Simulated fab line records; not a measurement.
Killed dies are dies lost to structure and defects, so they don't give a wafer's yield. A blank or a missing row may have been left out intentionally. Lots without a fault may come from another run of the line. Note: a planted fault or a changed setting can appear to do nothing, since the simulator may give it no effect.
fab line records	flow nand-harc
record lots=24	wafers=72	last-day=33
route steps=1302 shown A_STAIRCASE@853 A_SGD_CUT@907 A_SLIT@933
lots that met no fault: from a run of the same line without faults
start-h: hours from the record's first day to the start of the lot's first wafer shown	wait-h: how many hours have passed since the lot's step before this one	" repeats the value in the row above	L1.1+2: a single row standing in for several wafers	- either no value or no given start	* or withheld: withheld	< > ~ a bound
route shown NAME@n: names a module that has steps shown in the file, with the first one's number in the route	usual: the fault-free wafers' mean and standard deviation	same: alike in all rows	chamber/n: place in a boat	sites: readings site by site	_std_site: their standard deviation	_edge_site: inner sites' mean taken away from outer sites' mean	radius-mm: for every site, how far away it sits from the centre of the wafer	mask NAME#n: copy n	behind: tool/chamber where the wafer was last shaped	hold: why the lot was held/for how many hours/how that ended	device: transistor that didn't switch, given as n, p or np	end of line: the same wafers' tests at the end of the route	a step given without rows: its recipe and nothing more	killed: the dies lost at the first sort to structure and to defects; this is not the yield of the wafer	map: shows each die of a wafer: x if killed, . if not, _ if none is there
set.NAME: the setting that was run; set.NAME@STEP: the one run at that earlier step	model.NAME: the simulator's own value behind a step, which no gauge read
a sample of lots followed through the steps of the route, with each step as a table and each wafer as a row
services: a tool's chamber out of use, with start hour (start-h, from the record's first day; less than 0 if before it), hours out, and reason
## steps
# step NHARC_A_STAIRCASE_DEP_322
# recipe target-thk-a=72000	temp-c=400	target-thk-nm=7200	teos-flow-sccm=200	rf-w=500	material=SiO2
# usual heater-power-w=644/76
lot.wafer	tool	chamber	start-h	wait-h	heater-power-w
L075.2	pecvd-03	2	420.89	0.2	594
L075.3	"	0	"	"	746
L075.6	"	1	"	"	575
L076.1	pecvd-01	2	420.99	0.3	729
L076.4	"	1	"	"	635
L076.5	"	2	"	"	689
L074.4	pecvd-02	2	421.62	0.9	601
L074.6	"	0	"	"	506
L074.5	"	1	"	"	590
L077.2	pecvd-03	0	432.03	0.1	674
L077.4	"	0	"	"	607
L077.5	"	1	"	"	566
L078.1	pecvd-02	1	450.27	0.1	669
L078.4	"	2	"	"	615
L078.5	"	0	"	"	527
L079.2	pecvd-01	0	450.27	0.1	707
L079.1	"	1	"	"	716
L079.3	"	2	"	"	666
L080.2	pecvd-03	0	463.82	0.3	751
L080.6	"	2	"	"	519
L080.5	"	0	"	"	627
L081.1	pecvd-03	1	477.63	0.2	642
L081.6	"	0	"	"	607
L081.5	"	1	"	"	562
L082.1	pecvd-02	2	477.72	0.3	767
L082.6	"	0	"	"	507
L082.4	"	1	"	"	602
L083.2	pecvd-03	2	499.62	0.1	596
L083.3	"	0	"	"	713
L083.5	"	1	"	"	572
L085.1	pecvd-03	0	516.99	0.1	721
L085.3	"	1	"	"	648
L085.4	"	1	"	"	582
L086.1	pecvd-02	1	517.01	0.1	671
L086.3	"	2	"	"	704
L086.4	"	0	"	"	518
L084.2	pecvd-01	0	517.09	0.2	834
L084.3	"	1	"	"	755
L084.6	"	0	"	"	675
L087.6	pecvd-03	0	540.25	0.3	595
L087.5	"	1	"	"	567
L087.4	"	2	"	"	533
L090.1	pecvd-02	0	570.00	0.1	608
L090.2	"	1	"	"	609
L090.6	"	0	"	"	504
L088.2	pecvd-01	0	570.10	0.2	842
L088.5	"	2	"	"	665
L088.4	"	0	"	"	690
L091.2	pecvd-01	0	579.05	0.1	757
L091.1	"	2	"	"	800
L091.6	"	0	"	"	694
L089.2	pecvd-02	1	579.24	0.3	741
L089.4	"	2	"	"	630
L089.6	"	0	"	"	525
L092.3	pecvd-01	1	600.34	0.2	688
L092.4	"	0	"	"	683
L092.5	"	1	"	"	652
L094.2	pecvd-03	1	605.90	0.1	691
L094.1	"	0	"	"	647
L094.6	"	0	"	"	571
L093.3	pecvd-02	1	606.10	0.2	701
L093.5	"	1	"	"	611
L093.4	"	0	"	"	519
L096.3	pecvd-02	2	614.11	0.2	742
L096.1	"	0	"	"	625
L096.6	"	0	"	"	529
L095.2	pecvd-01	1	614.20	0.3	759
L095.6	"	0	"	"	690
L095.5	"	1	"	"	639
L097.3	pecvd-03	0	647.54	0.2	692
L097.6	"	2	"	"	513
L097.4	"	1	"	"	559
# step NHARC_A_STAIRCASE_CMP_450
# recipe target-thk-nm=200	material=SiO2
# usual motor-current-A=12.6/1.2	slurry-filter-dp-kPa=13.50/0.13
lot.wafer	tool	chamber	start-h	wait-h	motor-current-A	slurry-filter-dp-kPa
L076.4	cmp-04	2	443.12	-	14.5	13.29
L076.1	"	3	"	"	11.7	13.63
L076.5	"	2	"	"	13.6	13.23
L075.3	cmp-02	1	443.42	-	13.6	13.83
L075.2	"	3	"	"	13.0	13.37
L075.6	"	1	"	"	13.2	13.36
L074.4	cmp-02	3	444.44	-	12.5	13.76
L074.6	"	0	"	"	13.3	13.52
L074.5	"	1	"	"	13.1	13.46
L077.2	cmp-02	1	453.21	-	13.6	13.48
L077.4	"	3	"	"	11.5	13.33
L077.5	"	1	"	"	13.1	13.59
L078.4	cmp-02	3	472.44	-	12.2	13.50
L078.1	"	1	"	"	12.6	13.59
L078.5	"	0	"	"	13.4	13.30
L079.2	cmp-01	3	472.72	-	12.5	13.42
L079.1	"	0	"	"	13.1	13.71
L079.3	"	1	"	"	9.5	13.69
L080.2	cmp-04	1	486.38	-	13.5	13.43
L080.6	"	0	"	"	11.8	13.44
L080.5	"	1	"	"	14.4	13.34
L081.1	cmp-01	1	505.31	-	10.3	13.39
L081.6	"	3	"	"	12.3	13.43
L081.5	"	0	"	"	13.9	13.58
L082.1	cmp-01	3	506.43	-	12.5	13.63
L082.4	"	2	"	"	13.1	13.41
L082.6	"	0	"	"	13.7	13.64
L083.3	cmp-04	0	523.91	-	11.8	13.48
L083.2	"	1	"	"	14.0	13.45
L083.5	"	1	"	"	14.2	13.30
L086.3	cmp-04	1	548.97	-	14.1	13.31
L086.4	"	2	"	"	13.1	13.39
L086.1	"	3	"	"	11.3	13.52
L084.2	cmp-02	2	549.10	-	11.7	13.44
L084.3	"	0	"	"	13.2	13.56
L084.6	"	3	"	"	12.0	13.55
L085.1	cmp-01	3	549.25	-	12.9	13.70
L085.4	"	0	"	"	13.6	13.47
L085.3	"	2	"	"	13.6	13.62
L087.4	cmp-04	3	562.68	-	11.0	13.62
L087.6	"	0	"	"	11.6	13.50
L087.5	"	1	"	"	13.3	13.58
L088.2	cmp-04	0	595.93	-	11.9	13.17
L088.4	"	3	"	"	10.0	13.42
L088.5	"	1	"	"	14.6	13.42
L090.2	cmp-04	0	598.76	-	12.5	13.61
L090.1	"	2	"	"	14.1	13.61
L090.6	"	1	"	"	13.6	13.34
L091.2	cmp-02	0	604.89	-	13.0	13.40
L091.1	"	1	"	"	13.5	13.44
L091.6	"	3	"	"	12.3	13.63
L089.2	cmp-04	0	605.44	-	11.7	13.75
L089.4	"	3	"	"	10.9	13.40
L089.6	"	1	"	"	13.7	13.42
L092.4	cmp-04	3	625.52	-	11.3	13.43
L092.3	"	2	"	"	13.5	13.30
L092.5	"	3	"	"	10.7	13.53
L093.4	cmp-04	2	630.55	-	13.9	13.47
L093.3	"	0	"	"	12.0	13.71
L093.5	"	2	"	"	13.3	13.66
L094.1	cmp-01	2	630.86	-	13.1	13.52
L094.2	"	0	"	"	13.5	13.51
L094.6	"	1	"	"	10.1	13.52
L096.3	cmp-02	1	636.41	-	12.8	13.38
L096.1	"	0	"	"	13.0	13.44
L096.6	"	2	"	"	10.9	13.59
L095.2	cmp-01	1	639.27	-	10.0	13.43
L095.5	"	1	"	"	10.0	13.53
L095.6	"	2	"	"	13.1	13.50
L097.4	cmp-02	0	668.82	-	12.9	13.75
L097.3	"	2	"	"	11.5	13.46
L097.6	"	1	"	"	12.8	13.48
# step NHARC_A_SGD_CUT_ETCH_15
# recipe target-depth-a=750	time-s=64.3	ch3f-flow-sccm=50	o2-flow-sccm=30	ar-flow-sccm=200	rf-w=500	bias-w=100	chemistry=CH3F/O2
# usual ch3f-flow-sccm=50.02/0.16	drypump-motor-current-A=5.9/0.43	oes-product-au=0.962/0.017	rf-vpp-V=264.1/1.4	showerhead-plenum-p-Torr=2.48/0.09	throttle-valve-pct=20.664/0.0094
lot.wafer	tool	chamber	start-h	wait-h	ch3f-flow-sccm	drypump-motor-current-A	oes-product-au	rf-hours-counter-h	rf-vpp-V	showerhead-plenum-p-Torr	throttle-valve-pct
L076.4	rie-diel-01	3	-	-	50.07	5.8	0.964	6	263.3	2.39	20.666
L076.1	"	0	"	"	49.60	6.3	0.987	6	263.9	2.43	20.669
L076.5	"	1	"	"	49.89	5.7	0.952	-	261.3	2.41	20.665
L075.2	rie-diel-03	0	-	-	50.05	5.7	0.957	7	264.2	2.48	20.664
L075.3	"	1	"	"	50.04	5.5	0.974	9	264.9	2.59	20.669
L075.6	"	2	"	"	50.21	5.9	0.956	-	265.0	2.54	20.665
L074.5	rie-diel-01	1	-	-	50.10	5.7	0.963	-	263.2	2.41	20.675
L074.4	"	2	"	"	50.11	6.3	0.967	-	265.2	2.53	20.659
L074.6	"	0	"	"	50.13	6.3	0.962	-	263.9	2.43	20.662
L077.4	rie-diel-12	3	-	-	49.96	4.7	0.942	0	266.3	2.64	20.675
L077.2	"	0	"	"	49.67	6.1	0.978	0	264.9	2.51	20.676
L077.5	"	1	"	"	50.10	6.0	0.965	-	262.2	2.34	20.663
L078.4	rie-diel-01	3	-	-	50.13	5.8	0.982	10	262.9	2.39	20.659
L078.1	"	1	"	"	50.13	5.7	0.974	10	261.5	2.41	20.670
L078.5	"	3	"	"	50.26	5.8	0.990	-	262.3	2.39	20.671
L079.1	rie-diel-03	1	-	-	50.00	5.5	0.968	0	265.1	2.58	20.673
L079.2	"	2	"	"	49.74	5.8	0.964	1	264.7	2.54	20.668
L079.3	"	3	"	"	50.07	6.1	0.952	1	263.1	2.42	20.661
L080.2	rie-diel-12	0	-	-	50.08	6.1	0.973	3	264.6	2.51	20.649
L080.6	"	1	"	"	50.20	6.0	0.980	-	260.8	2.34	20.662
L080.5	"	2	"	"	50.01	6.3	0.977	-	265.9	2.62	20.670
L081.1	rie-diel-03	0	-	-	49.90	5.8	0.957	1	262.3	2.48	20.648
L081.6	"	3	"	"	50.12	6.1	0.978	-	263.5	2.42	20.661
L081.5	"	0	"	"	49.79	5.8	0.962	-	265.1	2.48	20.650
L082.1	rie-diel-12	2	-	-	50.11	6.3	0.975	2	265.0	2.62	20.682
L082.4	"	1	"	"	50.30	6.0	0.978	4	262.5	2.34	20.658
L082.6	"	2	"	"	50.15	6.4	0.964	-	264.4	2.62	20.677
L083.3	rie-diel-01	2	-	-	50.11	6.3	0.977	14	264.8	2.52	20.661
L083.2	"	0	"	"	49.98	6.3	0.975	15	263.4	2.43	20.653
L083.5	"	3	"	"	50.00	5.8	0.956	-	263.9	2.39	20.681
L084.3	rie-diel-01	0	-	-	49.96	6.3	0.971	17	262.3	2.43	20.654
L084.2	"	2	"	"	50.05	6.3	0.976	17	263.5	2.52	20.666
L084.6	"	3	"	"	50.07	5.9	0.980	-	263.6	2.39	20.670
L086.4	rie-diel-12	3	-	-	50.02	4.6	0.926	6	265.3	2.63	20.676
L086.1	"	0	"	"	50.22	6.1	0.939	6	265.3	2.51	20.682
L086.3	"	1	"	"	49.88	6.0	0.922	7	262.0	2.34	20.655
L085.3	rie-diel-03	1	-	-	49.74	5.5	0.942	3	264.8	2.58	20.675
L085.1	"	3	"	"	50.40	6.1	0.939	4	263.1	2.42	20.668
L085.4	"	1	"	"	49.94	5.5	0.949	-	265.0	2.58	20.671
L087.4	rie-diel-03	1	-	-	49.87	5.5	0.937	-	264.7	2.58	20.665
L087.6	"	2	"	"	49.90	5.8	0.917	-	263.3	2.54	20.670
L087.5	"	3	"	"	49.80	6.1	0.919	-	264.5	2.42	20.671
L088.4	rie-diel-01	0	-	-	49.77	6.3	0.978	3	263.6	2.43	20.651
L088.2	"	3	"	"	50.01	5.8	0.963	3	262.0	2.39	20.668
L088.5	"	0	"	"	49.84	6.3	0.986	-	263.7	2.43	20.675
L090.1	rie-diel-01	1	-	-	50.24	5.7	0.954	3	264.6	2.41	20.684
L090.2	"	3	"	"	49.69	5.8	0.972	3	261.3	2.39	20.675
L090.6	"	2	"	"	49.98	6.3	0.967	-	264.9	2.52	20.660
L091.1	rie-diel-12	3	-	-	50.05	4.6	0.970	10	266.8	2.63	20.667
L091.2	"	2	"	"	50.15	6.4	0.958	9	265.9	2.61	20.654
L091.6	"	0	"	"	50.02	6.1	0.984	-	265.4	2.51	20.662
L089.4	rie-diel-01	1	-	-	49.96	5.7	0.971	4	264.5	2.41	20.666
L089.2	"	3	"	"	50.15	5.8	0.958	4	262.8	2.39	20.667
L089.6	"	1	"	"	49.71	5.7	0.970	-	264.8	2.41	20.669
L092.3	rie-diel-01	0	-	-	49.89	6.3	0.938	4	263.0	2.43	20.667
L092.4	"	1	"	"	49.87	5.7	0.965	5	262.6	2.41	20.669
L092.5	"	0	"	"	49.62	6.3	0.946	-	263.6	2.43	20.660
L093.3	rie-diel-03	1	-	-	50.09	5.5	0.984	8	265.4	2.58	20.662
L093.4	"	3	"	"	50.21	6.1	0.954	9	263.1	2.42	20.655
L093.5	"	2	"	"	49.97	5.8	0.971	-	264.1	2.54	20.662
L094.1	rie-diel-01	3	-	-	50.13	5.8	0.966	6	263.6	2.38	20.672
L094.2	"	0	"	"	49.98	6.3	0.973	6	263.2	2.43	20.675
L094.6	"	1	"	"	50.10	5.7	0.953	-	262.5	2.41	20.655
L096.3	rie-diel-12	2	-	-	50.06	6.4	0.984	0	266.4	2.61	20.670
L096.1	"	3	"	"	50.18	4.6	0.971	1	265.9	2.63	20.667
L096.6	"	1	"	"	50.01	6.0	0.980	-	263.1	2.33	20.657
L095.2	rie-diel-01	2	-	-	49.98	6.2	0.943	7	264.9	2.52	20.664
L095.5	"	2	"	"	50.19	6.2	0.932	-	264.4	2.52	20.685
L095.6	"	3	"	"	50.03	5.8	0.942	-	263.0	2.38	20.688
L097.4	rie-diel-12	1	-	-	49.79	6.0	0.971	2	261.3	2.33	20.676
L097.3	"	0	"	"	49.90	6.1	0.990	2	264.2	2.51	20.658
L097.6	"	2	"	"	50.04	6.4	0.964	-	264.7	2.61	20.659
# step NHARC_A_SLIT_CD_MEAS_09
# recipe target-cd-nm=300	landing-energy-ev=500
# usual cd-nm=300.5/0.45
lot.wafer	tool	chamber	start-h	wait-h	cd-nm
L076.1	cd-sem-03	0	460.86	-	301.0
L076.4	"	0	"	"	300.9
L076.5	"	0	"	"	300.4
L075.2	cd-sem-02	0	461.16	-	300.4
L075.3	"	0	"	"	300.2
L075.6	"	0	"	"	300.3
L074.4	cd-sem-03	0	464.47	-	300.8
L074.5	"	0	"	"	301.1
L074.6	"	0	"	"	300.8
L077.2	cd-sem-02	0	469.63	-	301.9
L077.4	"	0	"	"	300.3
L077.5	"	0	"	"	300.8
L079.1	cd-sem-03	0	486.56	-	301.1
L079.2	"	0	"	"	301.3
L079.3	"	0	"	"	300.6
L078.1	cd-sem-01	0	486.71	-	300.5
L078.4	"	0	"	"	300.1
L078.5	"	0	"	"	300.4
L080.2	cd-sem-03	0	501.00	-	301.0
L080.5	"	0	"	"	300.3
L080.6	"	0	"	"	300.4
L081.1	cd-sem-02	0	522.08	-	299.8
L081.5	"	0	"	"	299.0
L081.6	"	0	"	"	300.1
L082.1	cd-sem-01	0	522.95	-	300.0
L082.4	"	0	"	"	299.8
L082.6	"	0	"	"	299.5
L083.2	cd-sem-02	0	538.32	-	300.3
L083.3	"	0	"	"	300.2
L083.5	"	0	"	"	300.7
L085.1	cd-sem-01	0	570.71	-	300.7
L085.3	"	0	"	"	301.2
L085.4	"	0	"	"	300.2
L086.1	cd-sem-03	0	572.07	-	300.4
L086.3	"	0	"	"	300.2
L086.4	"	0	"	"	300.3
L084.2	cd-sem-01	0	572.61	-	300.6
L084.3	"	0	"	"	300.5
L084.6	"	0	"	"	300.5
L087.4	cd-sem-03	0	581.33	-	300.6
L087.5	"	0	"	"	300.2
L087.6	"	0	"	"	300.7
L090.1	cd-sem-02	0	615.75	-	299.9
L090.2	"	0	"	"	300.0
L090.6	"	0	"	"	299.6
L088.2	cd-sem-02	0	618.12	-	300.3
L088.4	"	0	"	"	300.1
L088.5	"	0	"	"	300.0
L091.1	cd-sem-02	0	621.84	-	300.8
L091.2	"	0	"	"	300.0
L091.6	"	0	"	"	300.0
L089.2	cd-sem-01	0	623.38	-	300.4
L089.4	"	0	"	"	300.2
L089.6	"	0	"	"	300.1
L092.3	cd-sem-03	0	641.59	-	301.4
L092.4	"	0	"	"	300.5
L092.5	"	0	"	"	301.3
L093.3	cd-sem-02	0	645.33	-	299.9
L093.4	"	0	"	"	300.2
L093.5	"	0	"	"	300.6
L094.1	cd-sem-03	0	645.50	-	300.5
L094.2	"	0	"	"	299.7
L094.6	"	0	"	"	300.5
L096.1	cd-sem-01	0	650.92	-	300.4
L096.3	"	0	"	"	300.1
L096.6	"	0	"	"	300.4
L095.2	cd-sem-03	0	655.65	-	299.9
L095.5	"	0	"	"	300.0
L095.6	"	0	"	"	300.0
L097.3	cd-sem-03	0	685.84	-	300.7
L097.4	"	0	"	"	300.5
L097.6	"	0	"	"	300.8
# step NHARC_A_SLIT_OVL_MEAS_10
# usual overlay-x-nm=0.0/0.97	overlay-y-nm=-0.3/0.75
lot.wafer	tool	chamber	start-h	wait-h	overlay-x-nm	overlay-y-nm
L076.1	overlay-02	-	460.95	-	-0.4	-1.0
L076.4	"	-	"	"	-0.8	-0.6
L076.5	"	-	"	"	-0.6	-0.3
L075.2	overlay-01	-	461.24	-	0.2	-0.5
L075.3	"	-	"	"	0.1	0.2
L075.6	"	-	"	"	-0.1	-1.0
L074.4	overlay-01	-	464.56	-	0.9	0.1
L074.5	"	-	"	"	0.8	0.3
L074.6	"	-	"	"	0.9	0.2
L077.2	overlay-01	-	469.71	-	-0.4	0.1
L077.4	"	-	"	"	-0.1	0.5
L077.5	"	-	"	"	0.1	-0.1
L079.1	overlay-02	-	486.65	-	0.8	-0.4
L079.2	"	-	"	"	1.1	-1.5
L079.3	"	-	"	"	0.6	-1.4
L078.1	overlay-01	-	486.81	-	-0.1	0.2
L078.4	"	-	"	"	-0.5	0.5
L078.5	"	-	"	"	0.0	0.3
L080.2	overlay-01	-	501.09	-	0.1	0.7
L080.5	"	-	"	"	0.2	0.4
L080.6	"	-	"	"	0.2	0.3
L081.1	overlay-01	-	522.17	-	0.1	-0.4
L081.5	"	-	"	"	-0.8	-0.4
L081.6	"	-	"	"	-0.6	-0.7
L082.1	overlay-01	-	523.03	-	-0.1	-1.6
L082.4	"	-	"	"	-0.8	-1.7
L082.6	"	-	"	"	-0.3	-1.3
L083.2	overlay-02	-	538.41	-	0.4	0.4
L083.3	"	-	"	"	0.4	1.1
L083.5	"	-	"	"	0.0	0.2
L085.1	overlay-01	-	570.80	-	0.2	0.6
L085.3	"	-	"	"	-0.7	1.1
L085.4	"	-	"	"	-0.9	0.7
L086.1	overlay-02	-	572.16	-	-0.5	0.0
L086.3	"	-	"	"	-0.7	0.6
L086.4	"	-	"	"	-0.3	0.9
L084.2	overlay-02	-	572.70	-	-2.0	-0.4
L084.3	"	-	"	"	-1.5	0.0
L084.6	"	-	"	"	-1.3	-0.6
L087.4	overlay-01	-	581.42	-	-1.9	0.1
L087.5	"	-	"	"	-1.2	-0.3
L087.6	"	-	"	"	-1.4	-0.4
L090.1	overlay-01	-	615.84	-	-0.3	-1.8
L090.2	"	-	"	"	0.3	-0.9
L090.6	"	-	"	"	0.4	-1.6
L088.2	overlay-01	-	618.20	-	-1.4	-0.9
L088.4	"	-	"	"	-0.9	-0.6
L088.5	"	-	"	"	-1.8	-0.8
L091.1	overlay-02	-	621.93	-	0.1	-1.2
L091.2	"	-	"	"	0.5	-0.9
L091.6	"	-	"	"	-0.2	-0.8
L089.2	overlay-02	-	623.47	-	2.0	-0.7
L089.4	"	-	"	"	1.9	-1.0
L089.6	"	-	"	"	2.2	-0.7
L092.3	overlay-02	-	641.67	-	-1.7	-0.5
L092.4	"	-	"	"	-1.6	-0.7
L092.5	"	-	"	"	-1.3	-0.6
L093.3	overlay-02	-	645.41	-	0.4	0.7
L093.4	"	-	"	"	0.9	0.6
L093.5	"	-	"	"	0.7	1.0
L094.1	overlay-01	-	645.59	-	2.5	-1.3
L094.2	"	-	"	"	1.9	-0.9
L094.6	"	-	"	"	2.1	-1.4
L096.1	overlay-01	-	651.01	-	-0.2	0.0
L096.3	"	-	"	"	0.0	-0.5
L096.6	"	-	"	"	-0.4	0.4
L095.2	overlay-01	-	655.74	-	0.2	-0.4
L095.5	"	-	"	"	0.2	-0.5
L095.6	"	-	"	"	0.4	-0.4
L097.3	overlay-02	-	685.93	-	0.5	-1.2
L097.4	"	-	"	"	0.7	-1.5
L097.6	"	-	"	"	0.4	-1.0
# step NHARC_A_SLIT_STRIP_18
# recipe o2-flow-sccm=500	ar-flow-sccm=0	bias-w=0	chemistry=O2
# usual drypump-motor-current-A=5.6/0.46	oes-product-au=0.998/0.0099	rf-vpp-V=57.9/0.9	showerhead-plenum-p-Torr=3.55/0.15	throttle-valve-pct=17.036/0.0099
lot.wafer	tool	chamber	start-h	wait-h	drypump-motor-current-A	oes-product-au	rf-hours-counter-h	rf-vpp-V	showerhead-plenum-p-Torr	throttle-valve-pct
L076.1	rie-diel-06	2	-	-	4.6	0.995	9	58.4	3.72	17.027
L076.4	"	3	"	"	6.1	0.993	10	58.2	3.66	17.020
L076.5	"	0	"	"	6.1	0.965	-	58.5	3.75	17.029
L075.2	rie-diel-11	1	-	-	5.4	1.005	3	60.1	3.76	17.046
L075.3	"	3	"	"	5.4	0.999	2	57.1	3.51	17.033
L075.6	"	2	"	"	6.3	0.981	-	57.3	3.42	17.030
L074.4	rie-diel-06	1	-	-	5.7	0.997	8	58.5	3.40	17.043
L074.6	"	1	"	"	5.7	1.003	-	58.0	3.39	17.038
L074.5	"	2	"	"	4.6	0.984	-	57.4	3.72	17.018
L077.4	rie-diel-11	3	-	-	5.4	0.996	2	57.4	3.51	17.042
L077.2	"	2	"	"	6.3	0.994	3	56.7	3.41	17.053
L077.5	"	0	"	"	5.7	0.986	-	58.5	3.66	17.035
L079.3	rie-diel-11	2	-	-	6.3	0.994	5	56.2	3.41	17.027
L079.2	"	0	"	"	5.7	0.997	5	58.3	3.65	17.033
L079.1	"	1	"	"	5.4	0.995	5	58.1	3.76	17.027
L078.4	rie-diel-07	1	-	-	5.1	1.001	1	57.6	3.52	17.033
L078.1	"	3	"	"	5.8	1.003	1	58.7	3.39	17.032
L078.5	"	1	"	"	5.1	0.995	-	55.8	3.52	17.045
L080.2	rie-diel-06	3	-	-	6.1	0.999	0	58.1	3.65	17.040
L080.5	"	3	"	"	6.1	0.998	-	58.9	3.65	17.044
L080.6	"	0	"	"	6.1	0.988	-	58.7	3.75	17.045
L081.1	rie-diel-07	1	-	-	5.1	0.994	4	58.6	3.52	17.039
L081.6	"	3	"	"	5.8	0.989	-	57.2	3.39	17.031
L081.5	"	0	"	"	5.6	1.010	-	57.8	3.39	17.036
L082.1	rie-diel-06	2	-	-	4.6	0.992	2	57.6	3.72	17.050
L082.4	"	0	"	"	6.1	0.986	2	58.8	3.75	17.028
L082.6	"	3	"	"	6.1	0.994	-	59.2	3.65	17.030
L083.3	rie-diel-06	2	-	-	4.6	0.984	2	57.9	3.72	17.028
L083.2	"	3	"	"	6.1	1.005	2	59.8	3.65	17.036
L083.5	"	1	"	"	5.6	0.994	-	57.5	3.39	17.020
L085.4	rie-diel-07	3	-	-	5.7	1.006	6	58.7	3.38	17.026
L085.1	"	0	"	"	5.7	1.007	6	56.8	3.39	17.044
L085.3	"	1	"	"	5.1	0.995	7	56.9	3.51	17.042
L086.1	rie-diel-11	1	-	-	5.4	0.992	9	58.7	3.76	17.031
L086.3	"	2	"	"	6.3	0.992	10	58.1	3.41	17.050
L086.4	"	3	"	"	5.4	1.003	9	59.5	3.51	17.038
L084.3	rie-diel-06	0	-	-	6.1	1.001	3	59.0	3.74	17.044
L084.2	"	2	"	"	4.6	0.988	3	57.3	3.72	17.042
L084.6	"	1	"	"	5.7	1.000	-	58.8	3.39	17.025
L087.4	rie-diel-07	2	-	-	5.3	0.993	8	58.1	3.33	17.029
L087.5	"	1	"	"	5.1	0.994	-	58.1	3.51	17.047
L087.6	"	2	"	"	5.3	0.988	-	57.4	3.33	17.045
L090.2	rie-diel-11	3	-	-	5.5	1.004	0	57.7	3.51	17.042
L090.1	"	0	"	"	5.7	1.004	0	57.8	3.65	17.054
L090.6	"	0	"	"	5.7	1.001	-	57.2	3.65	17.052
L088.4	rie-diel-07	3	-	-	5.7	1.003	8	57.1	3.38	17.033
L088.2	"	1	"	"	5.1	0.984	9	56.0	3.51	17.045
L088.5	"	3	"	"	5.7	0.998	-	56.9	3.38	17.030
L091.2	rie-diel-11	2	-	-	6.3	0.995	1	58.3	3.41	17.025
L091.1	"	3	"	"	5.5	1.017	1	58.6	3.51	17.035
L091.6	"	1	"	"	5.4	1.013	-	57.2	3.76	17.018
L089.2	rie-diel-11	3	-	-	5.5	1.006	1	58.2	3.51	17.022
L089.4	"	0	"	"	5.7	1.005	1	58.0	3.65	17.029
L089.6	"	2	"	"	6.3	0.995	-	57.4	3.41	17.032
L092.3	rie-diel-06	2	-	-	4.6	0.984	6	57.0	3.71	17.017
L092.4	"	1	"	"	5.6	0.997	7	59.4	3.39	17.031
L092.5	"	3	"	"	6.1	0.999	-	57.8	3.65	17.051
L093.4	rie-diel-06	3	-	-	6.1	1.006	6	56.8	3.65	17.034
L093.3	"	0	"	"	6.1	0.987	7	56.6	3.74	17.045
L093.5	"	0	"	"	6.1	0.996	-	59.6	3.74	17.039
L094.2	rie-diel-06	3	-	-	6.1	1.020	6	58.3	3.65	17.039
L094.1	"	1	"	"	5.6	1.008	7	58.2	3.39	17.019
L094.6	"	2	"	"	4.6	0.991	-	58.7	3.71	17.050
L096.1	rie-diel-11	1	-	-	5.4	1.003	4	59.2	3.75	17.033
L096.3	"	2	"	"	6.3	0.999	3	58.1	3.41	17.035
L096.6	"	2	"	"	6.3	0.994	-	57.3	3.41	17.022
L095.2	rie-diel-07	1	-	-	5.1	0.990	0	56.7	3.51	17.033
L095.5	"	3	"	"	5.7	0.998	-	58.8	3.38	17.036
L095.6	"	0	"	"	5.6	1.009	-	58.5	3.38	17.037
L097.4	rie-diel-07	1	-	-	5.1	0.996	2	56.2	3.51	17.026
L097.3	"	3	"	"	5.8	1.014	2	56.9	3.38	17.042
L097.6	"	0	"	"	5.7	1.006	-	57.3	3.38	17.055
## services
tool	chamber	start-h	hours	kind
cmp-04	-	405.00	4.0	pm
pecvd-02	-	408.33	13.0	pm
cmp-02	-	415.54	2.6	repair
cmp-02	-	428.66	4.0	pm
rie-diel-11	-	432.67	9.0	pm
rie-diel-01	3	446.88	4.2	repair
rie-diel-06	2	454.75	6.3	repair
pecvd-02	-	479.93	1.5	repair
rie-diel-01	0	480.27	5.5	repair
rie-diel-06	-	484.20	9.0	pm
cmp-04	-	488.89	0.3	repair
cmp-04	-	499.97	3.1	repair
cmp-02	-	508.87	4.0	repair
pecvd-02	2	510.30	6.1	repair
cmp-02	-	515.09	3.7	repair
rie-diel-11	-	518.05	0.7	repair
rie-diel-01	1	536.56	4.7	repair
pecvd-03	-	547.29	13.0	pm
rie-diel-01	-	557.80	9.0	pm
rie-diel-06	3	572.48	5.9	repair
cmp-04	-	601.04	4.0	pm
rie-diel-01	-	623.71	4.8	repair
rie-diel-01	0	650.16	5.0	repair
rie-diel-06	-	661.20	9.0	pm
## key
fault none
